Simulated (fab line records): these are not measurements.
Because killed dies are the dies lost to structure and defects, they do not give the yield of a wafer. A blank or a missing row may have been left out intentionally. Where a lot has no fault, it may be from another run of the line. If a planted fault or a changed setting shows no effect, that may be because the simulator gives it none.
Which tool did it?    flow nand-harc    36 wafers from 12 lots sampled at 2 of the route's 1302 steps

WHAT EACH GAUGE READ, for each wafer
NHARC_A_M0_INSPECT_11.
lot   measured      on                 raw-defect-count
L075  day 23 01:22  defect-inspect-01  93 93 89
L078  day 23 21:49  defect-inspect-02  58 65 72
L079  day 24 15:05  defect-inspect-01  75 76 57
L082  day 25 23:04  defect-inspect-01  37 34 42
L083  day 26 11:31  defect-inspect-01  67 105 91
L085  day 27 00:29  defect-inspect-02  83 91 82
L088  day 28 17:46  defect-inspect-02  99 100 110
L089  day 28 22:17  defect-inspect-01  122 95 112
L091  day 29 23:38  defect-inspect-01  180 143 152
L094  day 30 14:02  defect-inspect-02  100 112 106
L095  day 31 18:17  defect-inspect-02  26 28 19
L097  day 32 20:08  defect-inspect-01  72 95 86

TOOL THAT RAN EACH LOT (tool first, then ch and the chambers of the sampled wafers, then the start)
lot   NHARC_A_BLC_STRIP_21
L075  rie-diel-03 ch 0,3, day 22 22:34
L078  rie-diel-06 ch 0,1,2, day 23 18:53
L079  rie-diel-06 ch 0,1,2, day 24 12:17
L082  rie-diel-03 ch 0,2,3, day 25 20:16
L083  rie-diel-03 ch 0,1,2, day 26 08:44
L085  rie-diel-03 ch 1,2, day 26 21:47
L088  rie-diel-12 ch 1,2,3, day 28 14:57
L089  rie-diel-12 ch 1,2,3, day 28 19:27
L091  rie-diel-03 ch 0,1,2, day 29 20:49
L094  rie-diel-06 ch 0,3, day 30 10:56
L095  rie-diel-06 ch 0,1,3, day 31 13:50
L097  rie-diel-12 ch 0,3, day 32 17:16
- NHARC_A_BLC_STRIP_21: strips in O2.

THE ANSWER, worked out from the rows above alone
Rule: usual is defined by the lots themselves. The widest of any qualifying gaps counts: lots, ordered by their means at a reading, are off when they make up no more than a third of the lots, leave a main group of 4 or more, and stand apart from it by 3 or more times the standard deviation of that group's means. If all means in a main group match to the digits the tables above print for the reading, that group is not used. A lot without any number at a reading at which 4 lots or more have one is off too. Where the step has rows for the other lots, those lots are counted as sound.
No lot is off at any reading shown: from this, nothing can be told.

WHAT THE SIMULATOR HAD PUT IN
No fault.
